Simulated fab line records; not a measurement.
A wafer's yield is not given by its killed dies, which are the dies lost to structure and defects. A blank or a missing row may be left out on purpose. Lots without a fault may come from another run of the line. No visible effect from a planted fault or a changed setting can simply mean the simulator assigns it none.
Struck lot and sound lot, side by side    flow n5_finfet    36 steps out of a route of 1938
Sound: the wafers L114.3, L114.4, L114.6. Struck: wafers L118.1, L118.4, L118.5. The cause is given at the end.
Per side, at each step with rows, come the tool, then ch with its chambers, and then its first start. Under that, the readings that differ: sound wafers    struck wafers    difference of the means    sigmas: that difference in standard deviations of wafers without a fault.
alike: words and numbers the same on both sides, and readings whose means are apart by under 2 such deviations; not compared: readings that were withheld, readings missing a value for some wafer, numbers with overlapping values and no deviation given by the record, and bounds like >300 which may hide the same value.
The two part at a step that has a row with sigmas, a row that says differs or no value, or rows on one side only. Numbers that don't overlap but have no deviation are shown without sigmas and don't part them. Lack of a reading on every wafer of one side parts them only where that side has two or more wafers.

first, 9 steps without rows for these wafers: N5_BEOL_M4_ANNEAL_95 (time 240 s); N5_BEOL_M4_SPUTTER_96 (material Cu, target thk 4.5 nm, time 8.29 s); N5_BEOL_M4_ECD_50 (material Cu, target thk 300 nm); N5_BEOL_M4_ANNEAL_51 (time 90 s); N5_BEOL_M4_CMP_52 (polishes, stops on SiOC, t overpolish 6.8 s, target thk 40 nm); N5_BEOL_M4_PRE_CLEAN_60 (time 15 s); N5_BEOL_M4_CO_CAP_55 (material Co, precursor CCTBA/H2, target thk 2 nm, time 102.1 s); N5_BEOL_M4_PRE_CLEAN_56 (time 15 s); N5_BEOL_M4_DEP_57 (deposits SiCN from 3MS/NH3, target thk 8 nm, time 14 s).
N5_BEOL_M4_RC_MEAS_101:
  sound on prober-01 ch 0, day 10 20:33; struck on prober-01 ch 0, day 12 00:52
reading        sound           struck          difference  sigmas
ION_P (uA/um)  488 464 474     451 453 459     -21         -2
VT_P (mV)      -243 -246 -245  -254 -252 -251  -8          -2
  alike: DIBL_N, DIBL_P, IOFF_N, IOFF_P, ION_N, SS_N, SS_P, VT_N
then, 24 steps without rows for these wafers: N5_BEOL_M5_ILD_DEP_00 (deposits SiCOH lowk from DEMS/porogen, target thk 140.64 nm, time 25.9 s); N5_BEOL_M5_CURE_79 (cures SiCOH lowk, time 240 s); N5_BEOL_M5_PECVD_70 (deposits SiO2 from TEOS/O2, target thk 16 nm, time 18 s); N5_BEOL_M5_HM_DEP_02 (deposits TiN, target thk 20 nm); N5_BEOL_M5_COAT_59 (time 60 s, resist thk 60 nm); N5_BEOL_M5_COAT_60 (time 60 s, resist thk 12 nm); N5_BEOL_M5_COAT_71 (time 60 s, resist thk 5 nm); N5_BEOL_M5_COAT_05 (resist thk 30 nm); N5_BEOL_M5_EBR_07; N5_BEOL_M5_SOFTBAKE_06 (time 60 s); N5_BEOL_M5_EXPOSE_08 (exposes mask M5, target cd 28 nm); N5_BEOL_M5_PEB_09 (peb time 60 s); N5_BEOL_M5_DEVELOP_10 (develop time 30 s); N5_BEOL_M5_DESCUM_16 (chemistry O2, time 7 s); N5_BEOL_M5_ETCH_72 (etches underlayer in N2/H2, target depth 6.5 nm, time 5.2 s); N5_BEOL_M5_ETCH_61 (etches SiARC in CF4, target depth 15.6 nm, time 26 s); N5_BEOL_M5_ETCH_62 (etches SOC in N2/H2, target depth 75 nm, overetch 15 nm, time 112.5 s); N5_BEOL_M5_STRIP_63 (strips in N2/H2); N5_BEOL_M5_STRIP_73 (strips in N2/H2); N5_BEOL_M5_STRIP_64 (strips in CF4); N5_BEOL_M5_HM_OPEN_17 (chemistry Cl2/BCl3, target TiN, target depth 20 nm, overetch 6 nm); N5_BEOL_M5_STRIP_19 (strips in O2); N5_BEOL_M5_COAT_65 (time 60 s, resist thk 60 nm); N5_BEOL_M5_COAT_66 (time 60 s, resist thk 12 nm).
-- record jumps: 3 days separate the struck wafers' starts on either side; left off in module BEOL_M5, taken up again in module BEOL_M11, whose first shown step is the route's number 1539 --
N5_BEOL_M11_PECVD_70: deposits SiO2 from TEOS/O2, target thk 20 nm, time 22.7 s.
  sound on pecvd-04 ch 0,1,2, day 13 16:22; struck on pecvd-03 ch 0,2, day 14 13:38
  no value came back on the struck wafers for any of 5 readings (chamber_pressure_Torr (Torr), heater_power_outer_w (W) and others); on the sound wafers chamber_pressure_Torr (Torr) reads 5.487 5.485 5.503
-- the record jumps here: 3 days lie between the struck wafers' starts before and after (it left off in module BEOL_M11 and takes up again in module PASSIVATION, whose first step shown is number 1936 of the route) --
N5_PASSIVATION_PROBE_49:
  struck on prober-02, day 17 01:44; sound on prober-01, day 15 18:47
reading                   sound           struck          difference  sigmas
defect_limited_yield (%)  89.6 90.7 92.4  64.0 65.0 62.9  -26.9       -21
killed_at_M4_up           16 15 14        328 332 360     +325        +58
killed_dies               123 110 90      425 413 438     +318        +21
killed_on_rim             24 13 10        102 115 109     +93         +21
sort_bin_5_function (%)   6.3 5.8 4.8     31.6 31.5 33.1  +26.4       +29
sort_n_pass               1057 1070 1090  755 767 742     -318        -21
sort_yield_pct (%)        89.6 90.7 92.4  64.0 65.0 62.9  -26.9       -21
  alike: killed_at_M0_to_M3, killed_at_contacts, killed_at_front_end, killed_at_other, killed_open, killed_short, sort_bin_6_memory

## WHERE THEY PART
At N5_BEOL_M4_RC_MEAS_101 first; at N5_PASSIVATION_PROBE_49 last (within this record only).

WHY: what had been put in by the simulator
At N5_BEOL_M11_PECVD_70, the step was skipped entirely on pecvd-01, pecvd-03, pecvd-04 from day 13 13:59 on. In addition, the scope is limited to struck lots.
